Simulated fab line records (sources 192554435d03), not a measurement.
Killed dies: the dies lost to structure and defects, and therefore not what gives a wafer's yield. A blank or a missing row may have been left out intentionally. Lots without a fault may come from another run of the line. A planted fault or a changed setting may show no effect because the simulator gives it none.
Matching of chambers ; flow n5_finfet ; 3 sister chambers for N5_BEOL_M10_CURE_71 on uv_cure-01
The step cures SiCOH lowk, time 240 s. 6 wafers are shown with their chamber, then 9 later ones without.

== WAFERS WITH THEIR CHAMBER ==
wafer;chamber;wafer_temp_C_max;lamp_power_pct (%)
L075.3;0;386.9;52.26
L075.6;0;387.0;52.27
L080.3;2;386.7;52.29
L080.5;2;386.3;52.30
L084.4;1;386.7;52.36
L084.6;1;386.5;52.33

== WAFERS WITHOUT THEIR CHAMBER ==
wafer;wafer_temp_C_max;lamp_power_pct (%)
L087.2;386.2;52.34
L087.5;385.9;52.34
L087.6;385.8;52.26
L092.1;386.5;52.32
L092.2;386.0;52.37
L092.5;385.8;52.33
L097.2;386.1;52.28
L097.3;386.2;52.25
L097.6;386.5;52.40

== WHICH CHAMBER EACH WENT THROUGH ==
wafer;from the rows above;in truth
L087.2;can't be placed: 1 or 2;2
L087.5;can't be placed: 1 or 2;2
L087.6;can't be placed: 2 or 0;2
L092.1;can't be placed: 2 or 1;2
L092.2;1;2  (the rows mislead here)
L092.5;can't be placed: 1 or 2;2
L097.2;2;2
L097.3;can't be placed: 2 or 0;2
L097.6;1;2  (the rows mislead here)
1 of 9 placed correctly. From these rows, 6 cannot be placed; in 6 the true chamber is one of the candidates. Number placed wrongly: 2.
How it was worked out, from the rows above alone: a wafer's distance from a chamber is the root of the sum, over the readings, of the square of ((its reading less the chamber's mean) divided by the reading's scatter). The wafer belongs to the nearest chamber; if the next one is less than 2 further off, it can't be placed. A chamber's mean is the mean of its shown wafers. The scatter: the root of (the sum of the squares of (reading less its chamber's mean) over the shown wafers, divided by (wafers less chambers)).
